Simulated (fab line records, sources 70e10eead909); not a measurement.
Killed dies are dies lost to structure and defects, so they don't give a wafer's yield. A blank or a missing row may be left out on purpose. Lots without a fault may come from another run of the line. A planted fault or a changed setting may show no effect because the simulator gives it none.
Which tool did it? | flow nand_harc | 12 lots, 36 wafers sampled, at 2 steps of a route of 1302

WHAT THE GAUGES READ, wafer by wafer
NHARC_A_CONTACT_INSPECT_71. Usual: raw_defect_count 82, standard deviation 41.
lot  | measured     | on                | raw_defect_count | flag
L736 | day 22 03:59 | defect_inspect-01 | 54 64 59         |
L738 | day 22 22:29 | defect_inspect-02 | 20 18 23         |
L737 | day 22 22:38 | defect_inspect-02 | 130 142 142      |
L741 | day 23 17:22 | defect_inspect-01 | 138 163 143      |
L742 | day 23 18:56 | defect_inspect-02 | 19 28 22         |
L743 | day 25 01:35 | defect_inspect-01 | 99 114 117       |
L747 | day 25 22:20 | defect_inspect-02 | 131 122 115      |
L745 | day 26 12:23 | defect_inspect-02 | 121 134 145      |
L748 | day 26 23:20 | defect_inspect-01 | 25 18 16         |
L753 | day 28 07:44 | defect_inspect-01 | 51 38 60         |
L754 | day 29 11:17 | defect_inspect-01 | 114 117 132      |
L759 | day 31 07:15 | defect_inspect-02 | 140 138 135      |

WHICH TOOL RAN EACH LOT (tool, then ch and the chambers of the sampled wafers, then the start)
lot  | NHARC_A_CONTACT_STRIP_55
L736 | rie_diel-07 ch 0,3, day 22 03:59 or earlier
L738 | rie_diel-07 ch 1,2, day 22 22:29 or earlier
L737 | rie_diel-10 ch 0,1,3, day 22 22:38 or earlier
L741 | rie_diel-07 ch 1,3, day 23 17:22 or earlier
L742 | rie_diel-01 ch 0,2,3, day 23 18:56 or earlier
L743 | rie_diel-10 ch 0,2, day 25 01:35 or earlier
L747 | rie_diel-10 ch 0,1,2, day 25 22:20 or earlier
L745 | rie_diel-07 ch 0,1,2, day 26 12:23 or earlier
L748 | rie_diel-10 ch 0,2,3, day 26 23:20 or earlier
L753 | rie_diel-10 ch 1,2,3, day 28 07:44 or earlier
L754 | rie_diel-10 ch 0,1,3, day 29 11:17 or earlier
L759 | rie_diel-07 ch 1,3, day 31 07:15 or earlier
- NHARC_A_CONTACT_STRIP_55: strips in O2.

WHAT THE TOOLS THEMSELVES READ (means of the sampled wafers that have a number; where no wafer has one, the mark that the record gives instead)
NHARC_A_CONTACT_STRIP_55. Usual: drypump_motor_current_A 5.80 A, standard deviation 0.3; oes_product_au 1.003 a.u., standard deviation 0.012; rf_vpp_V 57.4 V, standard deviation 0.89; showerhead_plenum_p_Torr 3.43 Torr, standard deviation 0.13; throttle_valve_pct 17.035 %, standard deviation 0.0094.
lot  | tool        | drypump_motor_current_A (A) | oes_product_au (a.u.) | rf_vpp_V (V) | showerhead_plenum_p_Torr (Torr) | throttle_valve_pct (%) | flag
L736 | rie_diel-07 | 5.62                        | 0.999                 | 57.4         | 3.58                            | 17.040                 |
L738 | rie_diel-07 | 5.78                        | 1.000                 | 57.4         | 3.37                            | 17.034                 |
L737 | rie_diel-10 | 5.69                        | 1.023                 | 57.9         | 3.45                            | 17.038                 |
L741 | rie_diel-07 | 5.98                        | 0.999                 | 57.2         | 3.53                            | 17.030                 |
L742 | rie_diel-01 | 6.06                        | 0.998                 | 57.7         | 3.47                            | 17.027                 |
L743 | rie_diel-10 | 5.73                        | 1.012                 | 57.0         | 3.32                            | 17.048                 |
L747 | rie_diel-10 | 5.70                        | 1.016                 | 57.5         | 3.41                            | 17.036                 |
L745 | rie_diel-07 | 5.61                        | 0.992                 | 57.0         | 3.41                            | 17.036                 |
L748 | rie_diel-10 | 5.79                        | 0.986                 | 57.4         | 3.33                            | 17.035                 |
L753 | rie_diel-10 | 5.76                        | 1.000                 | 57.4         | 3.42                            | 17.033                 |
L754 | rie_diel-10 | 5.69                        | 0.983                 | 57.9         | 3.43                            | 17.036                 |
L759 | rie_diel-07 | 5.93                        | 1.008                 | 56.8         | 3.54                            | 17.035                 |

THE ANSWER, worked out from the rows above alone
Rule: a lot is off if the mean of its wafers that have a number lies more than 3 standard deviations from the usual mean. A lot without any number at a reading at which 4 lots or more have one is off too. The other lots that the step has rows for count as sound. The gauges are gone through in route order, then the tools' own readings, and for those a lot's mean is taken as printed above. The first step at which some lot is off is used, and at that step the reading that is off furthest; a lot without a number counts as furthest.
No lot is off at any reading shown: from this, nothing can be told.

WHAT THE SIMULATOR HAD PUT IN
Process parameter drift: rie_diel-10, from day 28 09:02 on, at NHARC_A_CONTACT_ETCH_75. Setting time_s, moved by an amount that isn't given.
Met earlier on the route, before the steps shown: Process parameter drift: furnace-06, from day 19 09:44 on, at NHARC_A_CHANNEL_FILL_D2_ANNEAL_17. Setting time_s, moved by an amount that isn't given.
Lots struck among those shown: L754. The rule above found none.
